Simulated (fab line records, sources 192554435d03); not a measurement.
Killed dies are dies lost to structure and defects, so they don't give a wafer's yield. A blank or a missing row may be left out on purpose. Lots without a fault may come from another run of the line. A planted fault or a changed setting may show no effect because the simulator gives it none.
One fault seen from 3 desks | flow n5_finfet | each desk has only its own numbers; what lay behind them comes last

THE DEFECT DESK
What the inspections along the route counted, lot by lot: means of the sampled wafers that have a number. A lot is out of limits, marked OUT, if its mean lies more than 4 standard deviations from the usual mean; the brackets give that distance.
Columns: A = raw_defect_count at N5_BEOL_M4_INSPECT_13, usual 445
lot  | first seen here | A
L183 | day 9 07:29     | 420
L184 | day 9 19:49     | 768
L186 | day 9 21:03     | 351
L187 | day 9 21:44     | 446
L185 | day 9 23:39     | 501
L188 | day 10 12:19    | 428
L189 | day 10 16:30    | 493
L195 | day 12 03:26    | 465
L194 | day 12 04:31    | 407
L203 | day 14 00:14    | 228
This desk's finding: nothing out of limits on any of the 10 lots.

THE METROLOGY DESK
What the gauges read, lot by lot, whatever tool the lot ran on: means of the sampled wafers that have a number. A lot is out of limits, marked OUT, if its mean lies more than 4 standard deviations from the usual mean; the brackets give that distance. Of its 11 readings 7 are shown: those that lie furthest out on some lot.
Columns: A = cd_nm at N5_BEOL_M4_CD_MEAS_28, usual 26.25 nm; B = DIBL_N at N5_BEOL_M4_RC_MEAS_101, usual 36.0 mV/V; C = DIBL_P at N5_BEOL_M4_RC_MEAS_101, usual 36.2 mV/V; D = IOFF_N at N5_BEOL_M4_RC_MEAS_101, usual 0.16 nA/um; E = SS_N at N5_BEOL_M4_RC_MEAS_101, usual 71.4 mV/dec; F = SS_P at N5_BEOL_M4_RC_MEAS_101, usual 73.2 mV/dec; G = VT_N at N5_BEOL_M4_RC_MEAS_101, usual 250 mV
lot  | first seen here | A     | B    | C    | D    | E    | F    | G
L183 | day 9 08:21     | 26.51 | 35.6 | 35.1 | 0.12 | 71.0 | 72.5 | 254
L184 | day 9 20:42     | 26.57 | 34.4 | 35.0 | 0.13 | 70.6 | 73.1 | 252
L186 | day 9 22:16     | 26.52 | 34.4 | 34.6 | 0.13 | 70.8 | 72.3 | 253
L187 | day 9 22:42     | 26.33 | 35.7 | 36.0 | 0.16 | 71.0 | 73.1 | 249
L185 | day 10 00:28    | 26.14 | 35.9 | 37.6 | 0.16 | 71.7 | 73.7 | 251
L188 | day 10 13:23    | 26.17 | 38.2 | 38.9 | 0.20 | 71.9 | 73.7 | 247
L189 | day 10 17:23    | 26.31 | 39.1 | 40.7 | 0.19 | 72.3 | 74.0 | 249
L195 | day 12 04:29    | 26.20 | 35.4 | 36.3 | 0.15 | 71.3 | 73.1 | 250
L194 | day 12 05:26    | 26.00 | 35.7 | 36.8 | 0.16 | 71.6 | 73.5 | 251
L203 | day 14 01:36    | 25.99 | 36.6 | 36.4 | 0.16 | 71.3 | 73.1 | 250
This desk's finding: nothing out of limits on any of the 10 lots.

THE TOOL OWNER'S DESK: rie_diel-03
The tool's own readings at N5_BEOL_M4_ETCH_77 (etches underlayer in N2/H2, target depth 6.5 nm, time 5.2 s): means of the sampled wafers that have a number, for each lot that ran on this tool. A lot is out of limits, marked OUT, if its mean lies more than 4 standard deviations from the usual mean; the brackets give that distance. Of its 8 readings 7 are shown: those that lie furthest out on some lot.
Columns: A = bias_w at N5_BEOL_M4_ETCH_77, usual 150.0 W; B = chamber_pressure_mTorr at N5_BEOL_M4_ETCH_77, usual 29.99 mTorr; C = drypump_motor_current_A at N5_BEOL_M4_ETCH_77, usual 5.6 A; D = etch_rf_on_time_s at N5_BEOL_M4_ETCH_77, usual 5.19 s; E = rf_vpp_V at N5_BEOL_M4_ETCH_77, usual 524.0 V; F = showerhead_plenum_p_Torr at N5_BEOL_M4_ETCH_77, usual 2.54 Torr; G = throttle_valve_pct at N5_BEOL_M4_ETCH_77, usual 17.78 %
lot  | first seen here | A     | B     | C   | D    | E     | F    | G
L183 | day 9 08:31     | 150.1 | 29.99 | 5.5 | 5.23 | 524.1 | 2.52 | 17.80
L187 | day 9 22:54     | 150.1 | 29.98 | 5.5 | 5.25 | 524.4 | 2.52 | 17.82
L188 | day 10 13:33    | 149.9 | 30.03 | 5.9 | 5.23 | 522.2 | 2.48 | 17.70
This desk's finding: nothing out of limits on any of the 3 lots.

PUT TOGETHER
The defect desk saw nothing out of limits.
The metrology desk saw nothing out of limits.
The tool owner's desk saw nothing out of limits.

WHAT THE SIMULATOR HAD PUT IN
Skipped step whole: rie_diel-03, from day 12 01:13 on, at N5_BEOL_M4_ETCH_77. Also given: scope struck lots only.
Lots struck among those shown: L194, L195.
